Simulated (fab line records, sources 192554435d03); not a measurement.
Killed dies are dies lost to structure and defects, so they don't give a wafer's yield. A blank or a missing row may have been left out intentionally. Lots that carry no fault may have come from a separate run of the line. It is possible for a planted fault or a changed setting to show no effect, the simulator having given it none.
fab line records	flow n5_finfet
[record] lots = 9	wafers = 27	last_day = 17
route steps=1938 shown ZERO_LAYER@14 PMOS_HMC_CHANNEL_EPI@73 BEOL_M4@1111 PASSIVATION@1936
lots that met no fault: taken from a fault-free run of the same line
start_h: the number of hours between the record's first day and the start of the first shown wafer of the lot	wait_h: hours from the lot's prior step to this one	" identical to the entry in the row above	L1.1+2: one row covering several wafers at once	- no value present, or no start provided	* or withheld: withheld	< > ~ a bound
route shown NAME@n: NAME is a module with steps in the file, n the number in the route of the first one	usual: mean/standard deviation taken from wafers without a fault	same: alike in all rows	chamber/n: place in a boat	sites: the reading at each site	_std_site: how widely they spread, as a standard deviation	_edge_site: mean of outer sites minus mean of inner sites	radius_mm: for every site, how far away it sits from the centre of the wafer	mask NAME#n: copy n	behind: tool/chamber where the wafer was last shaped	hold: cause of the lot's hold/its duration in hours/its outcome	device: which transistor (n, p or np) failed to switch	end of line: the tests these same wafers got at the end of their route	a step without rows: its recipe alone	killed: dies lost to structure and defects at the first sort, not the wafer's yield	map: a wafer's dies, x killed, . not, _ none there
set.NAME: setting as actually run; set.NAME@STEP: the setting as run at that earlier step	model.NAME: the simulator's own value behind a step, which no gauge read
steps of the route over a sample of lots; a table a step, a row a wafer
services: the hour from which a tool's chamber was out of use, counted from the record's first day as start_h (under 0 if before that day), plus the number of hours and why
[[steps]]
[step N5_ZERO_LAYER_DESCUM_16]
[recipe] chemistry = O2	time_s = 7.9	source_power_w = 50	bias_power_w = 20	pressure_mtorr = 20	rf_frequency_hz = 2.712e+07	temp_c = 40	o2_flow_sccm = 225
[usual] drypump_motor_current_A = 5.7/0.42	oes_product_au = 0.79/0.1	rf_vpp_V = 243.4/1.5	showerhead_plenum_p_Torr = 2.11/0.082	throttle_valve_pct = 20.45/0.19
lot.wafer	tool	chamber	start_h	wait_h	drypump_motor_current_A	oes_product_au	rf_hours_counter_h	rf_vpp_V	showerhead_plenum_p_Torr	throttle_valve_pct
L302.1	rie_diel-04	2	24.71	0.0	5.8	0.72	183	244.9	2.18	20.64
L302.2	"	3	"	"	6.5	0.73	173	241.5	2.00	20.48
L302.4	"	1	"	"	5.7	0.91	32	242.7	2.05	20.07
L304.3	rie_diel-01	2	36.70	0.0	5.5	0.72	200	242.5	2.08	20.52
L304.5	"	0	"	"	5.1	0.97	-	246.2	2.24	20.41
L304.6	"	2	"	"	5.6	0.72	-	242.1	2.08	20.52
L306.3	rie_diel-01	1	48.70	0.0	6.0	0.67	247	241.0	1.98	20.35
L306.5	"	3	"	"	5.4	0.99	-	243.7	2.14	20.31
L306.6	"	0	"	"	5.1	0.95	-	245.2	2.24	20.41
L308.1	rie_diel-01	0	60.81	0.0	5.1	0.94	15	245.8	2.24	20.41
L308.4	"	0	"	"	5.1	0.93	-	244.1	2.24	20.42
L308.5	"	2	"	"	5.6	0.72	-	242.5	2.07	20.53
L313.1	rie_diel-04	3	90.68	0.0	6.4	0.72	190	241.7	2.00	20.49
L313.3	"	0	"	"	5.8	0.70	216	243.6	2.15	20.51
L313.5	"	2	"	"	5.7	0.70	-	244.9	2.17	20.66
L316.3	rie_diel-03	1	108.80	0.0	5.9	0.92	18	244.0	2.14	20.31
L316.5	"	0	"	"	5.2	0.71	-	241.9	1.99	20.66
L316.6	"	1	"	"	5.9	0.91	-	243.9	2.14	20.31
L320.2	rie_diel-04	0	132.93	0.2	5.8	0.68	230	245.6	2.14	20.52
L320.3	"	1	"	"	5.7	0.86	56	242.1	2.04	20.12
L320.5	"	3	"	"	6.4	0.71	-	241.6	1.99	20.51
L321.3	rie_diel-03	1	139.19	0.4	5.9	0.89	28	243.8	2.14	20.33
L321.4	"	0	"	"	5.2	0.71	223	240.7	1.98	20.66
L321.5	"	1	"	"	5.9	0.90	-	242.3	2.14	20.31
L323.1	rie_diel-04	1	151.12	0.1	5.7	0.86	61	242.7	2.04	20.13
L323.2	"	3	"	"	6.4	0.72	205	240.7	1.99	20.52
L323.3	"	0	"	"	5.8	0.68	234	243.3	2.14	20.54
[step N5_ZERO_LAYER_ETCH_17]
[recipe] chemistry = CF4	target = SiO2	target_depth_a = 120	time_s = 13.3	ion_energy_ev = 350	pressure_mtorr = 40	source_w = 450	bias_w = 215	Ar_flow_sccm = 100	cf4_flow_sccm = 100
[usual] bias_w = 215.0/0.68	cf4_flow_sccm = 100.0/0.31	drypump_motor_current_A = 5.7/0.42	oes_product_au = 0.79/0.1	rf_vpp_V = 949/5	showerhead_plenum_p_Torr = 2.16/0.079	throttle_valve_pct = 15.67/0.23
lot.wafer	tool	chamber	start_h	wait_h	bias_w	cf4_flow_sccm	drypump_motor_current_A	oes_product_au	rf_hours_counter_h	rf_vpp_V	showerhead_plenum_p_Torr	throttle_valve_pct
L302.1	rie_diel-04	2	24.74	0.0	215.7	100.3	5.8	0.72	183	953	2.21	15.82
L302.2	"	3	"	"	214.8	100.6	6.5	0.74	173	944	2.05	15.69
L302.4	"	1	"	"	215.5	99.9	5.7	0.88	32	945	2.10	15.25
L304.3	rie_diel-01	2	36.74	0.0	215.2	100.0	5.6	0.71	200	947	2.13	15.78
L304.5	"	0	"	"	214.8	99.8	5.1	0.96	-	958	2.28	15.47
L304.6	"	2	"	"	214.8	99.8	5.6	0.72	-	948	2.13	15.79
L306.3	rie_diel-01	1	48.74	0.0	214.4	99.9	6.0	0.67	247	941	2.02	15.60
L306.5	"	3	"	"	215.4	100.1	5.4	1.01	-	952	2.19	15.46
L306.6	"	0	"	"	215.0	100.1	5.1	0.94	-	957	2.27	15.47
L308.1	rie_diel-01	0	60.84	0.0	215.5	100.2	5.1	0.94	15	956	2.27	15.47
L308.4	"	0	"	"	215.5	100.5	5.1	0.93	-	957	2.27	15.47
L308.5	"	2	"	"	214.7	100.5	5.5	0.72	-	946	2.13	15.79
L313.1	rie_diel-04	3	90.72	0.0	214.4	99.9	6.4	0.74	190	942	2.05	15.72
L313.3	"	0	"	"	215.0	99.8	5.8	0.69	216	953	2.21	15.89
L313.5	"	2	"	"	214.3	100.4	5.8	0.71	-	952	2.21	15.86
L316.3	rie_diel-03	1	108.84	0.0	214.8	99.8	5.9	0.91	18	951	2.19	15.46
L316.5	"	0	"	"	214.1	99.9	5.2	0.72	-	943	2.04	15.92
L316.6	"	1	"	"	214.8	100.2	5.9	0.91	-	951	2.19	15.46
L320.2	rie_diel-04	0	132.97	0.0	216.4	99.0	5.8	0.69	230	953	2.21	15.93
L320.3	"	1	"	"	214.7	100.0	5.7	0.84	56	946	2.09	15.29
L320.5	"	3	"	"	215.0	99.7	6.5	0.72	-	943	2.05	15.76
L321.3	rie_diel-03	1	139.23	0.0	214.8	100.2	5.9	0.91	28	951	2.18	15.49
L321.4	"	0	"	"	214.2	100.0	5.2	0.71	223	941	2.04	15.95
L321.5	"	1	"	"	215.6	99.7	5.9	0.90	-	950	2.18	15.49
L323.1	rie_diel-04	1	151.15	0.0	214.4	100.4	5.7	0.84	61	946	2.09	15.30
L323.2	"	3	"	"	215.2	99.5	6.5	0.72	205	942	2.04	15.77
L323.3	"	0	"	"	215.6	99.8	5.8	0.69	234	951	2.21	15.93
[step N5_PMOS_HMC_CHANNEL_EPI_ETCH_38]
[recipe] chemistry = CF4	target = SiO2	target_depth_a = 15	ion_energy_ev = 350	pressure_mtorr = 10	icp_w = 800	bias_w = 400	cf4_flow_sccm = 80
[usual] bias_w = 400.0/1.2	cf4_flow_sccm = 79.99/0.23	drypump_motor_current_A = 5.6/0.38	he_backside_leak_sccm = 2.9/0.31	oes_product_au = 0.994/0.015	throttle_valve_pct = 21.82/0.25
lot.wafer	tool	chamber	start_h	wait_h	bias_w	cf4_flow_sccm	drypump_motor_current_A	he_backside_leak_sccm	oes_product_au	rf_hours_counter_h	throttle_valve_pct
L302.1	rie_si-06	3	29.92	0.0	400.4	79.89	5.5	2.9	0.999	119	22.00
L302.2	"	1	"	"	399.8	79.96	5.6	4.5	1.009	2	21.50
L302.4	"	2	"	"	399.8	79.86	5.5	2.4	1.012	6	22.02
L304.3	rie_si-04	1	41.42	0.0	400.3	80.08	4.9	3.0	0.976	143	21.73
L304.5	"	1	"	"	399.8	80.10	4.9	2.8	0.971	-	21.74
L304.6	"	2	"	"	398.8	80.03	5.4	2.6	0.988	-	21.92
L306.3	rie_si-06	3	53.51	0.0	400.1	79.93	5.5	3.0	0.995	119	21.97
L306.5	"	0	"	"	398.3	79.65	5.9	2.8	1.005	-	21.83
L306.6	"	3	"	"	401.3	80.47	5.5	2.8	0.993	-	21.98
L308.1	rie_si-02	1	65.70	0.0	401.3	79.76	5.5	3.0	1.009	86	21.64
L308.4	"	2	"	"	397.6	79.97	5.5	3.1	0.978	120	21.93
L308.5	"	0	"	"	397.7	79.90	6.3	2.9	1.004	-	21.60
L313.1	rie_si-04	2	95.39	0.0	399.2	80.11	5.4	2.6	0.987	7	21.92
L313.3	"	3	"	"	401.3	80.00	5.7	2.8	1.003	121	21.84
L313.5	"	1	"	"	399.8	79.99	4.9	3.1	0.986	-	21.74
L316.3	rie_si-06	3	113.74	0.0	401.4	80.07	5.5	3.1	0.994	120	21.97
L316.5	"	0	"	"	398.6	80.16	6.0	2.9	0.992	-	21.84
L316.6	"	1	"	"	400.1	80.06	5.6	2.5	1.020	-	21.50
L320.2	rie_si-04	1	137.91	0.0	-	-	-	-	-	-	-
L320.3	"	0	"	"	-	-	-	-	-	-	-
L320.5	"	1	"	"	-	-	-	-	-	-	-
L321.3	rie_si-04	3	143.97	0.0	-	-	-	-	-	-	-
L321.4	"	1	"	"	-	-	-	-	-	-	-
L321.5	"	2	"	"	-	-	-	-	-	-	-
L323.1	rie_si-06	2	156.44	0.0	398.6	79.99	5.5	2.5	1.024	8	22.04
L323.2	"	0	"	"	399.0	79.70	6.0	2.9	1.002	190	21.84
L323.3	"	1	"	"	401.4	80.02	5.6	2.5	1.023	4	21.51
[step N5_PMOS_HMC_CHANNEL_EPI_EPI_26]
[recipe] material = Si	target_thk_a = 38	temp_c = 650	precursor = SiH4/H2	pressure_torr = 20	time_s = 22.7
[usual] throttle_valve_pct = 11.1/0.39
lot.wafer	tool	chamber	start_h	wait_h	throttle_valve_pct
L302.1	epi_rpcvd-04	0	32.26	0.0	11.7
L302.2	"	0	"	"	11.5
L302.4	"	0	"	"	11.4
L304.3	epi_rpcvd-02	0	43.45	0.1	10.8
L304.5	"	0	"	"	11.1
L304.6	"	0	"	"	10.8
L306.3	epi_rpcvd-04	0	55.53	0.1	11.6
L306.5	"	0	"	"	11.5
L306.6	"	0	"	"	11.7
L308.1	epi_rpcvd-02	0	68.03	0.0	10.8
L308.4	"	0	"	"	10.8
L308.5	"	0	"	"	11.0
L313.1	epi_rpcvd-02	0	97.32	0.0	10.7
L313.3	"	0	"	"	10.6
L313.5	"	0	"	"	10.8
L316.3	epi_rpcvd-01	0	115.77	0.1	11.1
L316.5	"	0	"	"	11.0
L316.6	"	0	"	"	11.0
L320.2	epi_rpcvd-02	0	140.01	0.1	10.9
L320.3	"	0	"	"	10.6
L320.5	"	0	"	"	10.8
L321.3	epi_rpcvd-04	0	146.44	0.2	11.5
L321.4	"	0	"	"	11.7
L321.5	"	0	"	"	11.7
L323.1	epi_rpcvd-02	0	158.78	0.0	10.8
L323.2	"	0	"	"	10.7
L323.3	"	0	"	"	10.7
[step N5_BEOL_M4_RC_MEAS_101]
[usual] DIBL_N = 36.4/1.3	DIBL_P = 36.5/1.7	IOFF_N = 0.154/0.022	IOFF_P = 0.202/0.025	ION_N = 671/9.8	ION_P = 460/6.8	SS_N = 71.6/0.54	SS_P = 73.4/0.58	VT_N = 250.9/2.8	VT_P = -251.4/2.7
lot.wafer	tool	chamber	start_h	wait_h	DIBL_N[mV/V]	DIBL_P[mV/V]	IOFF_N[nA/um]	IOFF_P[nA/um]	ION_N[uA/um]	ION_P[uA/um]	SS_N[mV/dec]	SS_P[mV/dec]	VT_N[mV]	VT_P[mV]
L302.1	prober-02	0	175.60	0.0	37.7	38.0	0.170	0.216	667	457	71.6	74.3	249.1	-252.6
L302.2	"	0	"	"	34.9	34.4	0.125	0.167	657	453	70.8	73.3	255.3	-256.2
L302.4	"	0	"	"	37.6	37.3	0.170	0.201	672	456	71.3	74.2	251.2	-253.2
L304.3	prober-02	0	178.10	0.3	36.4	36.5	0.135	0.171	662	448	70.7	72.7	251.5	-255.8
L304.5	"	0	"	"	38.7	38.8	0.172	0.203	678	453	71.6	74.2	247.7	-253.6
L304.6	"	0	"	"	38.6	38.8	0.176	0.202	676	450	71.8	73.7	247.2	-253.1
L306.3	prober-02	0	205.12	0.3	37.8	37.6	0.182	0.234	680	470	71.4	73.9	247.4	-247.5
L306.5	"	0	"	"	36.2	35.6	0.152	0.199	684	466	70.8	73.4	249.2	-249.2
L306.6	"	0	"	"	36.0	35.5	0.147	0.197	681	466	71.3	73.8	248.4	-248.3
L308.1	prober-02	0	222.66	0.0	36.6	37.3	0.159	0.232	669	466	71.8	74.1	250.7	-248.4
L308.4	"	0	"	"	35.6	35.2	0.135	0.194	664	461	71.9	73.4	253.0	-250.1
L308.5	"	0	"	"	35.2	35.7	0.135	0.200	669	471	70.7	73.5	251.4	-249.6
L313.1	prober-02	0	230.72	0.0	36.2	36.7	0.164	0.205	681	464	71.7	72.6	250.9	-250.8
L313.3	"	0	"	"	35.1	35.4	0.143	0.187	671	459	71.8	72.5	252.5	-251.6
L313.5	"	0	"	"	34.2	33.9	0.132	0.176	671	458	71.3	72.5	251.3	-253.4
L316.3	prober-01	0	265.63	0.3	33.6	33.9	0.125	0.181	662	457	70.7	72.4	255.2	-250.4
L316.5	"	0	"	"	34.6	35.4	0.136	0.197	671	463	71.0	73.3	252.1	-249.0
L316.6	"	0	"	"	35.3	36.2	0.144	0.205	667	457	71.8	73.4	253.1	-250.7
L321.3	prober-02	0	287.61	0.3	38.7	40.7	0.203	0.250	671	462	73.0	74.1	248.8	-248.9
L321.4	"	0	"	"	37.7	40.3	0.184	0.238	675	457	72.1	74.4	249.9	-249.7
L321.5	"	0	"	"	38.3	41.4	0.213	0.267	679	461	72.4	73.9	248.1	-247.8
L320.2	prober-01	0	295.86	0.2	37.1	35.6	0.163	0.198	661	449	71.9	73.7	250.8	-252.9
L320.3	"	0	"	"	37.6	37.3	0.188	0.241	676	463	71.9	74.4	244.2	-245.9
L320.5	"	0	"	"	37.2	37.7	0.193	0.248	687	469	71.4	73.6	246.1	-245.7
L323.1	prober-01	0	305.59	0.0	36.1	37.4	0.157	0.192	677	453	71.5	73.3	247.4	-252.0
L323.2	"	0	"	"	37.4	38.9	0.189	0.220	685	465	71.6	74.2	245.6	-250.3
L323.3	"	0	"	"	37.3	38.9	0.187	0.211	669	455	71.8	73.7	248.7	-251.6
[step N5_PASSIVATION_PROBE_49]
[usual] defect_limited_yield = 91.1/1.3	killed_at_M0_to_M3 = 34/10	killed_at_M4_up = 14/5.7	killed_at_contacts = 12/5.9	killed_at_front_end = 41/12	killed_at_other = 4/3.1	killed_dies = 105/15	killed_open = 69/11	killed_short = 35/7.8	sort_bin_5_function = 5.3/0.81	sort_bin_6_memory = 3.3/0.75	sort_n_pass = 1075/15	sort_yield_pct = 91.1/1.3
[same] gross_dies = 1180	killed_at_back_side = 0	sort_bin_4_leakage[%] = 0	sort_bin_8_speed[%] = 0
lot.wafer	tool	chamber	start_h	wait_h	defect_limited_yield[%]	killed_at_M0_to_M3	killed_at_M4_up	killed_at_contacts	killed_at_front_end	killed_at_other	killed_dies	killed_open	killed_short	sort_bin_5_function[%]	sort_bin_6_memory[%]	sort_n_pass	sort_yield_pct[%]
L304.3	prober-01	-	279.42	0.1	92.7	20	11	24	29	2	86	61	23	4.4	2.7	1094	92.7
L304.5	prober-01	-	279.52	0.2	90.6	47	12	20	30	2	111	69	41	6.3	2.9	1069	90.6
L304.6	prober-01	-	279.57	0.3	92.2	29	14	8	40	1	92	59	30	5.3	2.2	1088	92.2
L306.3	prober-01	-	316.74	0.1	91.2	36	23	11	30	4	104	75	29	5.3	3.4	1076	91.2
L306.5	prober-01	-	316.84	0.2	92.0	22	12	22	30	8	94	58	34	4.7	2.9	1086	92.0
L306.6	prober-01	-	316.89	0.3	90.9	37	22	15	32	1	107	73	34	4.5	4.3	1073	90.9
L321.3	prober-01	-	392.00	0.1	90.8	29	19	9	44	7	108	70	37	5.3	3.6	1072	90.8
L321.4	prober-01	-	392.05	0.2	91.1	36	23	10	28	8	105	69	34	5.8	3.0	1075	91.1
L321.5	prober-01	-	392.10	0.2	92.5	12	19	11	36	10	88	57	30	4.7	2.5	1092	92.5
// killed by level:class
L304.3 MOL_CONTACT_COAG:geometric_particle:open=23 DUMMY_GATE:geometric_particle:open=9 BEOL_M4:geometric_particle:open=8 GATE_CUT:geometric_particle:short=5 BEOL_M2:geometric_particle:open=4 BEOL_M1:geometric_particle:open=4 DUMMY_GATE:geometric_particle:short=3 BEOL_M0:geometric_particle:open=3
L304.5 BEOL_M2:geometric_particle:open=16 MOL_CONTACT_COAG:geometric_particle:open=10 MOL_CONTACT_COAG:geometric_particle:short=9 BEOL_M0_SAQP:geometric_particle:short=9 BEOL_M0:geometric_particle:open=8 BEOL_M0_SAQP:geometric_particle:open=6 GATE_CUT:geometric_particle:short=5 BEOL_M5:geometric_particle:open=5
L304.6 BEOL_M0_SAQP:geometric_particle:open=9 BEOL_M0_SAQP:geometric_particle:short=7 BEOL_M4:geometric_particle:open=7 STI_FIN_REVEAL:geometric_particle:open=6 DUMMY_GATE:geometric_particle:open=6 GATE_CUT:geometric_particle:short=6 FIN_SAQP:geometric_particle:open=5 MOL_CONTACT_COAG:geometric_particle:open=5
L306.3 BEOL_M0_SAQP:geometric_particle:open=13 STI_FIN_REVEAL:geometric_particle:open=9 BEOL_M4:geometric_particle:open=9 BEOL_M5:geometric_particle:open=9 GATE_CUT:geometric_particle:short=7 MOL_CONTACT_COAG:geometric_particle:open=7 BEOL_M0_SAQP:geometric_particle:short=6 BEOL_M3:geometric_particle:open=6
L306.5 MOL_CONTACT_COAG:geometric_particle:open=17 GATE_CUT:geometric_particle:short=11 STI_FIN_REVEAL:geometric_particle:open=9 MOL_CONTACT_COAG:geometric_particle:short=5 BEOL_M0_SAQP:geometric_particle:open=5 BEOL_M1:geometric_particle:open=5 BEOL_M0_SAQP:geometric_particle:short=4 PAD_METAL:geometric_particle:short=4
L306.6 MOL_CONTACT_COAG:geometric_particle:open=11 STI_FIN_REVEAL:geometric_particle:open=10 BEOL_M4:geometric_particle:open=9 BEOL_M0_SAQP:geometric_particle:open=6 BEOL_M0_SAQP:geometric_particle:short=6 BEOL_M1:geometric_particle:open=6 BEOL_M2:geometric_particle:open=6 BEOL_M3:geometric_particle:open=5
L321.3 FIN_SAQP:geometric_particle:open=12 BEOL_M0_SAQP:geometric_particle:short=10 FIN_SAQP:geometric_particle:short=9 BEOL_M2:geometric_particle:open=9 BEOL_M0_SAQP:geometric_particle:open=8 MOL_CONTACT_COAG:geometric_particle:open=7 BEOL_M4:geometric_particle:open=6 STI_FIN_REVEAL:geometric_particle:open=4
L321.4 BEOL_M0_SAQP:geometric_particle:open=14 BEOL_M0_SAQP:geometric_particle:short=8 BEOL_M4:geometric_particle:open=8 MOL_CONTACT_COAG:geometric_particle:open=7 BEOL_M1:geometric_particle:open=6 BEOL_M3:geometric_particle:open=5 FIN_SAQP:geometric_particle:open=4 GATE_CUT:geometric_particle:short=4
L321.5 MOL_CONTACT_COAG:geometric_particle:open=9 BEOL_M4:geometric_particle:open=8 FIN_SAQP:geometric_particle:open=6 STI_FIN_REVEAL:geometric_particle:open=5 MIM_TOP_ETCH:geometric_particle:short=5 MIM_TOP_ETCH:geometric_particle:open=5 FIN_SAQP:geometric_particle:short=4 STARTING-WAFER:geometric_particle:open=4
[[services]]
tool	chamber	start_h	hours	kind
rie_diel-01	0	5.58	-	clean
rie_diel-01	0	5.58	-	consumable_replace:focus_ring
rie_diel-01	0	5.58	-	consumable_replace:showerhead
rie_diel-01	0	5.58	15.8	scheduled_down
rie_diel-01	0	5.58	15.8	vent_cycle
rie_diel-03	0	17.93	3.8	repair
rie_diel-01	3	21.93	-	clean
rie_diel-01	3	21.93	-	consumable_replace:focus_ring
rie_diel-01	3	21.93	17.6	scheduled_down
rie_diel-01	3	21.93	17.6	vent_cycle
rie_diel-01	3	44.83	2.5	repair
rie_diel-01	1	58.19	-	clean
rie_diel-01	1	58.19	-	consumable_replace:focus_ring
rie_diel-01	1	58.19	-	consumable_replace:showerhead
rie_diel-04	1	89.19	5.1	repair
rie_diel-01	0	102.36	22.0	repair
epi_rpcvd-02	-	104.08	27.2	pm
rie_diel-04	1	105.96	14.5	repair
rie_diel-04	3	120.72	9.8	repair
rie_si-04	-	133.87	0.3	repair
rie_si-06	3	134.24	2.9	repair
rie_diel-03	2	147.89	8.5	repair
rie_diel-04	-	150.63	0.2	repair
epi_rpcvd-04	-	158.23	6.0	pm
[[key]]
[first_sign] step = N5_PMOS_HMC_CHANNEL_EPI_ETCH_38	reading = tool_record	direction = missing
effect none on later readings
met_at N5_PMOS_HMC_CHANNEL_EPI_ETCH_38
struck_lots L320,L321
not_acting_at N5_ZERO_LAYER_DESCUM_16,N5_ZERO_LAYER_ETCH_17,N5_PMOS_HMC_CHANNEL_EPI_EPI_26
onset_between 95.39 137.91
[fault] kind = skipped_step_whole	tool = rie_si-04	chamber = -	onset_h = 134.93	steps = N5_PMOS_HMC_CHANNEL_EPI_ETCH_38	scope = struck_lots_only
